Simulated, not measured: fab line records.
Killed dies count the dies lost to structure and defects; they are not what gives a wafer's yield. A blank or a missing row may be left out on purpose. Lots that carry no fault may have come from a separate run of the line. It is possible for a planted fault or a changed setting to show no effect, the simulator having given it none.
The tool behind it: which one? | flow nand harc | Sampling: 14 lots, 42 wafers, 5 of 1302 route steps

WHAT THE GAUGES SHOWED, per wafer
NHARC_P_M2_OVL_MEAS_10: pitch 340 nm. Usual: overlay x nm 0.0 nm, standard deviation 0.84; overlay y nm 0.1 nm, standard deviation 0.98.
lot  | measured     | on         | overlay x nm (nm) | overlay y nm (nm) | flag
L255 | day 6 15:58  | overlay-02 | -0.2 -0.5 -0.3    | 0.2 -0.3 -0.8     |
L256 | day 6 18:34  | overlay-01 | -1.8 -1.8 -1.9    | -1.3 -0.7 -0.7    |
L258 | day 7 15:15  | overlay-02 | 0.0 0.2 0.3       | 0.6 0.2 0.3       |
L259 | day 8 04:26  | overlay-02 | 0.1 0.0 -0.2      | -0.7 -0.3 -0.7    |
L261 | day 8 20:03  | overlay-01 | 0.1 -0.5 -0.1     | 1.2 0.7 1.5       |
L262 | day 9 13:55  | overlay-02 | -0.8 -1.0 -0.4    | -0.5 -0.4 -0.3    |
L263 | day 9 20:03  | overlay-01 | -0.8 -1.2 -1.4    | 0.7 1.4 1.3       |
L265 | day 10 20:38 | overlay-01 | 1.4 0.5 0.4       | 0.9 1.8 1.9       |
L267 | day 11 11:49 | overlay-01 | 0.7 0.2 -0.2      | 1.2 1.8 1.4       |
L268 | day 11 15:13 | overlay-02 | -0.8 0.4 0.1      | -0.6 -0.6 -0.6    |
L273 | day 13 22:22 | overlay-02 | -0.1 -0.4 -0.5    | 0.3 0.3 0.0       |
L274 | day 14 10:02 | overlay-02 | -1.4 -1.8 -2.0    | 0.1 0.5 0.2       |
L276 | day 15 06:50 | overlay-02 | 0.2 -0.3 0.3      | 0.7 0.5 0.0       |
L277 | day 15 11:27 | overlay-01 | -0.3 -0.2 -0.9    | 0.0 -0.1 0.5      |

NHARC_P_M2_THK_MEAS_24: measures by xrf. Usual: 144.6 nm for thk nm, sd 1.5.
lot  | measured     | on            | thk nm (nm)       | flag
L255 | day 6 18:44  | film metro-01 | 143.4 144.6 143.9 |
L256 | day 6 21:06  | film metro-02 | 146.1 146.6 145.2 |
L258 | day 7 17:46  | film metro-02 | 146.2 146.2 144.5 |
L259 | day 8 06:56  | film metro-01 | 145.0 144.5 144.3 |
L261 | day 8 22:33  | film metro-02 | 145.8 146.5 144.8 |
L262 | day 9 16:25  | film metro-02 | 144.6 145.8 146.8 |
L263 | day 9 22:35  | film metro-01 | 145.7 143.6 147.2 |
L265 | day 10 23:08 | film metro-02 | 142.6 142.3 144.6 |
L267 | day 11 14:19 | film metro-01 | 394.9 398.1 404.4 | OFF
L268 | day 11 17:44 | film metro-01 | 398.7 400.3 398.9 | OFF
L273 | day 14 00:53 | film metro-01 | 146.9 146.1 147.2 |
L274 | day 14 12:32 | film metro-02 | 146.7 145.7 144.7 |
L276 | day 15 09:20 | film metro-02 | 145.1 145.2 143.8 |
L277 | day 15 13:59 | film metro-02 | 143.8 143.7 143.4 |

WHICH TOOL RAN EACH LOT (tool, then ch and the chambers of the sampled wafers, then the start)
lot  | NHARC_P_M2_ETCH_35                 | NHARC_P_M2_DEGAS_29          | NHARC_P_M2_CMP_23
L255 | rie diel-07 ch 0,1, day 6 16:13    | pvd sputter-01, day 6 17:17  | cmp-03 ch 0,1, day 6 18:25
L256 | rie diel-09 ch 1,2,3, day 6 18:45  | pvd sputter-01, day 6 19:42  | cmp-03 ch 1,2,3, day 6 20:50
L258 | rie diel-07 ch 0,1,3, day 7 15:26  | pvd sputter-02, day 7 16:23  | cmp-03 ch 2,3, day 7 17:28
L259 | rie diel-07 ch 0,1,2, day 8 04:38  | pvd sputter-01, day 8 05:33  | cmp-03 ch 0,2,3, day 8 06:41
L261 | rie diel-09 ch 0,3, day 8 20:14    | pvd sputter-03, day 8 21:10  | cmp-01 ch 0,3, day 8 22:14
L262 | rie diel-09 ch 2,3, day 9 14:05    | pvd sputter-03, day 9 15:02  | cmp-04 ch 0,1,3, day 9 16:06
L263 | rie diel-12 ch 0,1,3, day 9 20:14  | pvd sputter-02, day 9 21:10  | cmp-01 ch 0,1,3, day 9 22:16
L265 | rie diel-09 ch 0,3, day 10 20:49   | pvd sputter-02, day 10 21:46 | cmp-03 ch 1,2, day 10 22:50
L267 | rie diel-07 ch 0,2,3, day 11 12:01 | pvd sputter-02, day 11 12:56 | cmp-04 ch 0,2,3, day 11 14:05
L268 | rie diel-07 ch 0,2,3, day 11 15:24 | pvd sputter-02, day 11 16:20 | cmp-03 ch 2,3, day 11 17:25
L273 | rie diel-07 ch 0,1,3, day 13 22:33 | pvd sputter-03, day 13 23:29 | cmp-03 ch 0,1,3, day 14 00:36
L274 | rie diel-07 ch 0,1,2, day 14 10:13 | pvd sputter-02, day 14 11:09 | cmp-04 ch 1,3, day 14 12:14
L276 | rie diel-07 ch 0,1,2, day 15 07:01 | pvd sputter-02, day 15 07:57 | cmp-01 ch 0,1,3, day 15 09:03
L277 | rie diel-07 ch 0,1,3, day 15 11:38 | pvd sputter-01, day 15 12:34 | cmp-04 ch 1,2,3, day 15 13:40
- NHARC_P_M2_ETCH_35: etches the open film in N2/H2, target depth 40 nm, overetch 12 nm, time 43.94 s.
- NHARC_P_M2_DEGAS_29: time 60 s.
- NHARC_P_M2_CMP_23: polishes, t overpolish 20 s, target thk 144.3 nm.

AS READ BY THE TOOLS THEMSELVES (means over the sampled wafers that have a number; for cases with no such wafer, the mark the record gives instead)
NHARC_P_M2_ETCH_35. Usual: drypump motor current A 5.64 A (standard deviation 0.27); h2 flow sccm 150.1 sccm (standard deviation 0.47); oes product au 0.999 a.u. (standard deviation 0.007); rf fwd power W 395.4 W (standard deviation 1.7); rf vpp V 432.3 V (standard deviation 2.4); showerhead plenum p Torr 2.10 Torr (standard deviation 0.086); throttle valve pct 14.171 % (standard deviation 0.0094).
lot  | tool        | drypump motor current A (A) | h2 flow sccm (sccm) | oes product au (a.u.) | rf fwd power W (W) | rf vpp V (V) | showerhead plenum p Torr (Torr) | throttle valve pct (%) | flag
L255 | rie diel-07 | 5.35                        | 150.3               | 0.999                 | 394.9              | 432.7        | 2.12                            | 14.169                 |
L256 | rie diel-09 | 5.64                        | 150.1               | 0.994                 | 396.1              | 429.6        | 2.01                            | 14.180                 |
L258 | rie diel-07 | 5.48                        | 150.0               | 0.994                 | 395.5              | 432.9        | 2.14                            | 14.169                 |
L259 | rie diel-07 | 5.44                        | 150.1               | 0.999                 | 395.5              | 433.0        | 2.13                            | 14.179                 |
L261 | rie diel-09 | 6.00                        | 149.6               | 1.001                 | 395.7              | 432.8        | 2.11                            | 14.165                 |
L262 | rie diel-09 | 5.75                        | 150.1               | 0.992                 | 396.7              | 430.8        | 2.05                            | 14.168                 |
L263 | rie diel-12 | 5.75                        | 149.9               | 1.000                 | 393.5              | 429.5        | 1.99                            | 14.160                 |
L265 | rie diel-09 | 5.87                        | 149.8               | 0.994                 | 396.0              | 431.5        | 2.06                            | 14.164                 |
L267 | rie diel-07 | 5.58                        | 150.4               | 0.999                 | 395.6              | 432.4        | 2.14                            | 14.172                 |
L268 | rie diel-07 | 5.57                        | 149.9               | 1.005                 | 394.9              | 433.8        | 2.14                            | 14.174                 |
L273 | rie diel-07 | 5.47                        | 150.0               | 1.001                 | 395.4              | 432.8        | 2.13                            | 14.166                 |
L274 | rie diel-07 | 5.44                        | 150.4               | 1.006                 | 395.0              | 433.2        | 2.13                            | 14.167                 |
L276 | rie diel-07 | 5.46                        | 150.4               | 1.006                 | 396.4              | 432.0        | 2.13                            | 14.176                 |
L277 | rie diel-07 | 5.46                        | 150.4               | 0.998                 | 395.3              | 432.5        | 2.13                            | 14.179                 |

NHARC_P_M2_DEGAS_29. Usual: 360 W for heater power w, sd 33.
lot  | tool           | heater power w (W) | flag
L255 | pvd sputter-01 | 373                |
L256 | pvd sputter-01 | 394                |
L258 | pvd sputter-02 | 363                |
L259 | pvd sputter-01 | 364                |
L261 | pvd sputter-03 | 336                |
L262 | pvd sputter-03 | 344                |
L263 | pvd sputter-02 | 345                |
L265 | pvd sputter-02 | 347                |
L267 | pvd sputter-02 | 380                |
L268 | pvd sputter-02 | 358                |
L273 | pvd sputter-03 | 355                |
L274 | pvd sputter-02 | 369                |
L276 | pvd sputter-02 | 339                |
L277 | pvd sputter-01 | 360                |

NHARC_P_M2_CMP_23. Usual: edge zone pressure frac 1.000, standard deviation 0.0051; motor current A 11.8 A, standard deviation 1.6; time to endpoint s 29.0 s, standard deviation 2.
lot  | tool   | edge zone pressure frac | motor current A (A) | time to endpoint s (s) | flag
L255 | cmp-03 | 1.002                   | 11.0                | 28.9                   |
L256 | cmp-03 | 1.002                   | 11.4                | 27.6                   |
L258 | cmp-03 | 1.001                   | 11.9                | 30.8                   |
L259 | cmp-03 | 1.000                   | 11.9                | 28.0                   |
L261 | cmp-01 | 1.000                   | 11.1                | 28.9                   |
L262 | cmp-04 | 0.998                   | 11.5                | 30.7                   |
L263 | cmp-01 | 0.998                   | 12.7                | 28.9                   |
L265 | cmp-03 | 1.000                   | 11.5                | 27.0                   |
L267 | cmp-04 | -                       | -                   | -                      | OFF
L268 | cmp-03 | -                       | -                   | -                      | OFF
L273 | cmp-03 | 1.003                   | 11.2                | 30.0                   |
L274 | cmp-04 | 1.006                   | 9.7                 | 28.8                   |
L276 | cmp-01 | 1.000                   | 12.4                | 32.1                   |
L277 | cmp-04 | 0.998                   | 9.9                 | 28.6                   |

THE ANSWER, worked out from the rows above alone
Rule: lot off if the mean of its wafers having a number is beyond 3 standard deviations from the usual mean. A lot without any number at a reading at which 4 lots or more have one is off too. Where the step has rows for the other lots, those lots are counted as sound. After the gauges, taken in route order, come the tools' own readings; for these a lot's mean is taken, as printed above. The first step at which some lot is off is used, and at that step the reading that is off furthest; a lot without a number counts as furthest.
Off: L267, L268, at NHARC_P_M2_THK_MEAS_24 (thk nm).
If a tool, at a process step before that reading, ran all the lots that are off and no sound lot after the first of them, it fits. The gauges at NHARC_P_M2_THK_MEAS_24 aren't tried: what is off there is off at NHARC_P_M2_CMP_23 too, on other tools, and a gauge's error can't cause that. Of those tried, none fits.

WHAT HAD BEEN PUT IN BY THE SIMULATOR
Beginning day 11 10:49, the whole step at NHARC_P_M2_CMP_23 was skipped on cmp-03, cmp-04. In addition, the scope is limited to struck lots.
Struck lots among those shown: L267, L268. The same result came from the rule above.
